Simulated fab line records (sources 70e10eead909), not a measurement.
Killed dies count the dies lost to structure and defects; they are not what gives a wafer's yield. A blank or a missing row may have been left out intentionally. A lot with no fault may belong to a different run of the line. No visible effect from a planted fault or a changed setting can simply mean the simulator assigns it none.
Matching of chambers / flow nandHarc / 4 sister chambers for NHARC_P_STI_CMP_21 on cmp-04
The step polishes, t overpolish 20 s, target thk 380.67 nm. 4 wafers are shown with their chamber, then 7 later ones without.

## EACH WAFER AND ITS CHAMBER
wafer=L848.5; chamber=0; motorCurrentA (A)=11.5
wafer=L848.6; chamber=1; motorCurrentA (A)=13.2
wafer=L853.3; chamber=2; motorCurrentA (A)=11.3
wafer=L853.4; chamber=3; motorCurrentA (A)=13.0

## WAFERS WHOSE CHAMBER IS MISSING
wafer=L853.6; motorCurrentA (A)=11.4
wafer=L854.1; motorCurrentA (A)=10.6
wafer=L854.3; motorCurrentA (A)=12.8
wafer=L854.4; motorCurrentA (A)=12.0
wafer=L857.1; motorCurrentA (A)=10.9
wafer=L857.2; motorCurrentA (A)=11.0
wafer=L857.4; motorCurrentA (A)=12.6

## EACH ONE'S CHAMBER
wafer=L853.6; from the rows above=can't be placed: 0 or 2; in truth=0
wafer=L854.1; from the rows above=can't be placed: 2 or 0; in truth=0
wafer=L854.3; from the rows above=can't be placed: 3 or 1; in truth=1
wafer=L854.4; from the rows above=can't be placed: 0 or 2 or 3 or 1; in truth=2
wafer=L857.1; from the rows above=can't be placed: 2 or 0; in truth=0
wafer=L857.2; from the rows above=can't be placed: 2 or 0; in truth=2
wafer=L857.4; from the rows above=can't be placed: 3 or 1 or 0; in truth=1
Correctly placed: 0 of 7. From these rows, 7 cannot be placed; in 7 the true chamber is one of the candidates. Placed wrongly: 0.
How it was worked out, from the rows above alone: a wafer's distance from a chamber is the root of the sum, over the readings, of the square of ((its reading less the chamber's mean) divided by the reading's scatter). The wafer belongs to the nearest chamber; if the next one is less than 2 further off, it can't be placed. A chamber's mean is the mean of its shown wafers. The scatter: root of mean squared gap, hidden wafer to nearest shown wafer, with one shown wafer a chamber.
